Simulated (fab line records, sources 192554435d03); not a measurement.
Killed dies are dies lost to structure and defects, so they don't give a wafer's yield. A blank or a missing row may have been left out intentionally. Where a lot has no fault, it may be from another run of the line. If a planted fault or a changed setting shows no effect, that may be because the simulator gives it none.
Split-lot experiment -- flow n5 finfet -- on a route of 1938 steps: 7 lots, 21 wafers read

## THE SPLIT
At N5_DUMMY_GATE_COAT_09 (resist thk 30 nm), the setting spin rpm was moved away from the recipe's 1500 rpm on 5 of the 21 wafers read, by +6.0% to +10.3%. The other wafers ran this setting at the recipe's value.

## FROM THE SPLIT TO THE READING: what the file shows between them, 4 steps
- N5_DUMMY_GATE_EBR_11
- N5_DUMMY_GATE_SOFTBAKE_10: time 60 s
- N5_DUMMY_GATE_EXPOSE_12: exposes mask GATE, target cd 25 nm
- N5_DUMMY_GATE_PEB_13: peb time 60 s

## THE READING
CAR-EUV_of_DUMMY_GATE_COAT_09.thk nm (the simulator's own value, which no gauge read), in nm, at N5_DUMMY_GATE_DEVELOP_14 (develop time 30 s). The file gives no usual value for it. The 16 wafers here that ran the recipe average 29.6 nm, standard deviation 0.087 nm.

wafer,"tool, chamber at the split","spin rpm as run, rpm",against the recipe,"CAR-EUV_of_DUMMY_GATE_COAT_09.thk nm, nm",against lot-mates on the recipe
L076.3,"litho track-03, 0",1500,recipe,29.6,-
L076.4,"litho track-03, 0",1500,recipe,29.6,-
L076.6,"litho track-03, 0",1500,recipe,29.4,-
L080.1,"litho track-02, 0",1500,recipe,29.6,-
L080.3,"litho track-02, 0",1590,+6.0%,28.6,-1.0
L080.5,"litho track-02, 0",1590,+6.0%,28.6,-1.0
L081.1,"litho track-03, 0",1500,recipe,29.4,-
L081.2,"litho track-03, 0",1500,recipe,29.4,-
L081.4,"litho track-03, 0",1500,recipe,29.6,-
L084.2,"litho track-02, 0",1655,+10.3%,28.2,-1.4
L084.4,"litho track-02, 0",1655,+10.3%,28.2,-1.4
L084.3,"litho track-02, 0",1500,recipe,29.6,-
L085.1,"litho track-02, 0",1500,recipe,29.6,-
L085.2,"litho track-02, 0",1500,recipe,29.6,-
L085.4,"litho track-02, 0",1500,recipe,29.6,-
L093.2,"litho track-01, 0",1500,recipe,29.6,-
L093.3,"litho track-01, 0",1500,recipe,29.6,-
L093.5,"litho track-01, 0",1500,recipe,29.6,-
L095.1,"litho track-01, 0",1500,recipe,29.4,-
L095.2,"litho track-01, 0",1652,+10.1%,28,-1.5
L095.5,"litho track-01, 0",1500,recipe,29.6,-

THE FIT
A straight line over all 21 wafers: CAR-EUV_of_DUMMY_GATE_COAT_09.thk nm changes by -0.141 nm for each +1% of spin rpm; r = -0.99; the points scatter about the line by 0.097 nm.
The same after taking each lot's own level away (the mean of its wafers on the recipe; 21 wafers): -0.144 nm for each +1%; r = -0.99; scatter 0.082 nm.
On that fit, the largest move of spin rpm shifts the reading by 1.5 nm.
The span of the lots' own levels, 29.47 to 29.60 nm, comes to 1.5 times the standard deviation stated above.
So the lot-to-lot level changes the slope little: the two slopes agree.
Check: for one of the wafers moved furthest among these (+10.3%), held out of the fit, the line's prediction against its lot-mates is -1.53 nm. Against them it came out at -1.4 nm.

## OTHER SPLITS ON THESE WAFERS
Note: prior to the reading, these wafers also went through further splits. Each is held against what the fit with the lots' levels taken away leaves over:
other split on the same wafers,wafers away from the commonest value,r with CAR-EUV_of_DUMMY_GATE_COAT_09.thk nm (lot level and that fit taken away)
N5_PMOS_HMC_CHANNEL_EPI_COAT_31 spin rpm,3,-0.10
N5_PMOS_HMC_CHANNEL_EPI_PEB_07 peb time s,9,-0.06
N5_FIN_CUT_COAT_02 spin rpm,5,-0.21
N5_DUMMY_GATE_CVD_03 temp c,15,+0.25

## THE WHOLE CHAIN: every reading that the file lists as answering this split, in the file's order
step,what it does,reading,change (the file's fit),r (the file's)
N5_DUMMY_GATE_COAT_09,resist thk 30 nm,"CAR-EUV_of_DUMMY_GATE_COAT_09.thk nm (the simulator's own value, which no gauge read)",-0.147 nm for each +1% of the setting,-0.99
N5_DUMMY_GATE_DEVELOP_14,develop time 30 s,"CAR-EUV_of_DUMMY_GATE_COAT_09.thk nm (the simulator's own value, which no gauge read)",-0.145 nm for each +1% of the setting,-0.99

## FILE'S OWN FIT
CAR-EUV_of_DUMMY_GATE_COAT_09.thk nm changes by -0.145 nm for each +1% of spin rpm, r = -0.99.
